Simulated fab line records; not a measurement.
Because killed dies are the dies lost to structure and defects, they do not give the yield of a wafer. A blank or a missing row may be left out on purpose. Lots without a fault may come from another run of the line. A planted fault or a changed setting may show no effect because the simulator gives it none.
Matching of chambers | flow n5 finfet | N5_HKMG_FIN_ETCH_31 on rie diel-01: 4 sister chambers
The step etches SiARC in CF4, target depth 45.5 nm, time 75.8 s. 4 wafers are shown with their chamber, then 9 later ones without.

WAFERS, EACH WITH ITS CHAMBER
wafer  | chamber | drypump motor current A (A)
L084.5 | 2       | 5.9
L087.2 | 3       | 6.1
L087.3 | 0       | 6.5
L087.4 | 1       | 6.6

WAFERS WHOSE CHAMBER IS MISSING
wafer  | drypump motor current A (A)
L095.2 | 6.5
L095.4 | 6.6
L095.6 | 6.6
L096.1 | 6.6
L096.2 | 6.4
L096.6 | 6.1
L097.1 | 6.6
L097.2 | 6.4
L097.4 | 5.9

CHAMBER TAKEN BY EACH
wafer  | from the rows above | in truth
L095.2 | 0                   | 0
L095.4 | 1                   | 1
L095.6 | 1                   | 1
L096.1 | 1                   | 1
L096.2 | 0                   | 0
L096.6 | 3                   | 3
L097.1 | 1                   | 1
L097.2 | 0                   | 0
L097.4 | 2                   | 2
Placed correctly: 9 of 9. Number that these rows cannot place: 0. Wrongly placed: 0.
How it was worked out, from the rows above alone: a wafer's distance from a chamber is the root of the sum, over the readings, of the square of ((its reading less the chamber's mean) divided by the reading's scatter). If the next closest chamber is less than 2 further off than the closest, the wafer can't be placed; otherwise it belongs to the closest. For every chamber, the mean is computed from those of its wafers that are shown. The scatter: root of mean squared gap, hidden wafer to nearest shown wafer, with one shown wafer a chamber.
